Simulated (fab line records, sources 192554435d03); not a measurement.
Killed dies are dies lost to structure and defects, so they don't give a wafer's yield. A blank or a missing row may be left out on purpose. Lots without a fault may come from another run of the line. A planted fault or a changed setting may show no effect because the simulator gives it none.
Split-lot experiment | flow n5_finfet | 7 lots, 21 wafers read, on a route of 1938 steps

THE SPLIT
At N5_PASSIVATION_ETCH_54 (etches SiO2 in CHF3/O2, target depth 880 nm, time 440 s), the setting bias_w was moved away from the recipe's 170 W on 4 of the 21 wafers read, by -17.1% to -5.8%. The other wafers ran this setting at the recipe's value.

The reading is taken at the split's own step.

THE READING
rf_vpp_V, in V, at N5_PASSIVATION_ETCH_54 (etches SiO2 in CHF3/O2, target depth 880 nm, time 440 s). Fault-free wafers of this fab line usually give 520 V, standard deviation 8 V.

wafer  | tool, chamber at the split | bias_w as run, W | against the recipe | rf_vpp_V, V | against lot-mates on the recipe
L074.1 | rie_diel-05, 2             | 160.2            | -5.8%              | 500         | -15
L074.2 | rie_diel-05, 3             | 170              | recipe             | 509         | -
L074.3 | rie_diel-05, 1             | 170              | recipe             | 521         | -
L076.1 | rie_diel-06, 1             | 170              | recipe             | 519         | -
L076.5 | rie_diel-06, 2             | 170              | recipe             | 531         | -
L076.6 | rie_diel-06, 3             | 170              | recipe             | 512         | -
L080.2 | rie_diel-01, 1             | 143.9            | -15.4%             | 459         | -53
L080.4 | rie_diel-01, 3             | 170              | recipe             | 512         | -
L080.5 | rie_diel-01, 3             | 143.9            | -15.4%             | 448         | -64
L090.2 | rie_diel-06, 3             | 170              | recipe             | 510         | -
L090.3 | rie_diel-06, 0             | 170              | recipe             | 507         | -
L090.4 | rie_diel-06, 1             | 170              | recipe             | 519         | -
L089.2 | rie_diel-05, 3             | 170              | recipe             | 516         | -
L089.4 | rie_diel-05, 0             | 170              | recipe             | 531         | -
L089.6 | rie_diel-05, 2             | 170              | recipe             | 521         | -
L092.1 | rie_diel-06, 2             | 170              | recipe             | 530         | -
L092.2 | rie_diel-06, 3             | 170              | recipe             | 510         | -
L092.6 | rie_diel-06, 0             | 170              | recipe             | 507         | -
L093.2 | rie_diel-05, 1             | 170              | recipe             | 520         | -
L093.3 | rie_diel-05, 2             | 170              | recipe             | 521         | -
L093.6 | rie_diel-05, 1             | 140.9            | -17.1%             | 448         | -72

THE FIT
A straight line over all 21 wafers: rf_vpp_V changes by +4.09 V for each +1% of bias_w; r = +0.95; the points scatter about the line by 7.7 V.
The same after taking each lot's own level away (the mean of its wafers on the recipe; 21 wafers): +3.94 V for each +1%; r = +0.96; scatter 6.9 V.
On that fit, the largest move of bias_w shifts the reading by 67 V.
The lots' own levels span 512.0 to 522.7 V, that is 1.3 times the standard deviation above.
So the lot-to-lot level changes the slope little: the two slopes agree.
Check: with one of the wafers moved furthest among these (-17.1%) left out of the fit, the line predicts -63.9 V for it against its lot-mates. It came out at -72.5 V against them.
Tool readings at the split's step, against how far the setting was moved: rf_vpp_V r = +0.95.

OTHER SPLITS ON THESE WAFERS
These wafers also went through other splits before the reading. Each is held against what the fit with the lots' levels taken away leaves over:
other split on the same wafers       | wafers away from the commonest value | r with rf_vpp_V (lot level and that fit taken away)
N5_BEOL_M14_ILD_DEP_00 temp_c        | 5                                    | +0.23
N5_BEOL_M14_EXPOSE_07 dose_mj        | 4                                    | -0.07
N5_BEOL_M14_SPUTTER_44 power_w       | 2                                    | -0.35
N5_MIM_BOT_LITHO_EXPOSE_05 dose_mj   | 5                                    | -0.21
N5_PASSIVATION_PASS_ETCH_47 source_w | 8                                    | -0.21

THE FILE'S OWN FIT
rf_vpp_V changes by +3.96 V for each +1% of bias_w, r = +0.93.
